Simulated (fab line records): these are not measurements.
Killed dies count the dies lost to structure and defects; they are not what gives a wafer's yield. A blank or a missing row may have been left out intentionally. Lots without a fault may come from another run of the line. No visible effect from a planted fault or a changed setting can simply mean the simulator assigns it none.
Matching of chambers -- flow nand_harc -- NHARC_A_M0_PRE_CLEAN_31 on pecvd-03 has 3 sister chambers
The step time 12 s. 14 wafers are shown with their chamber, then 7 later ones without.

== WAFERS WITH THEIR CHAMBER ==
wafer,chamber,heater_power_w (W)
L074.2,2,501
L074.4,1,632
L074.6,0,601
L076.1,1,625
L076.2,0,626
L076.6,1,615
L077.2,0,652
L077.4,1,609
L077.5,0,636
L078.1,1,661
L078.5,2,440
L078.6,0,609
L087.1,2,494
L087.5,1,589

SIGNATURES, as means of the wafers listed above
reading,chamber 0,chamber 1,chamber 2,scatter within a chamber
heater_power_w,624.80,621.83,478.33,25
Rule: distance of a wafer from a chamber = root of the sum over the readings of ((wafer's reading minus chamber's mean) / reading's scatter) squared. The wafer belongs to the nearest chamber; if the next one is less than 2 further off, it can't be placed. How the scatter is found: for the shown wafers, subtract from each reading the mean of its chamber, square and add these, divide the total by (wafers less chambers), then take the root.

== WAFERS WHOSE CHAMBER IS MISSING ==
wafer,heater_power_w (W)
L087.6,483
L094.2,710
L094.5,599
L094.6,703
L097.3,646
L097.4,571
L097.6,646

== CHAMBER TAKEN BY EACH ==
wafer,from the rows above,in truth
L087.6,2,2
L094.2,can't be placed: 0 or 1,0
L094.5,can't be placed: 1 or 0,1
L094.6,can't be placed: 0 or 1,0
L097.3,can't be placed: 0 or 1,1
L097.4,can't be placed: 1 or 0 or 2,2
L097.6,can't be placed: 0 or 1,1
Correct placement for 1 of the 7. These rows do not allow placing 6 (true chamber among the candidates in 6). 0 placed wrongly.
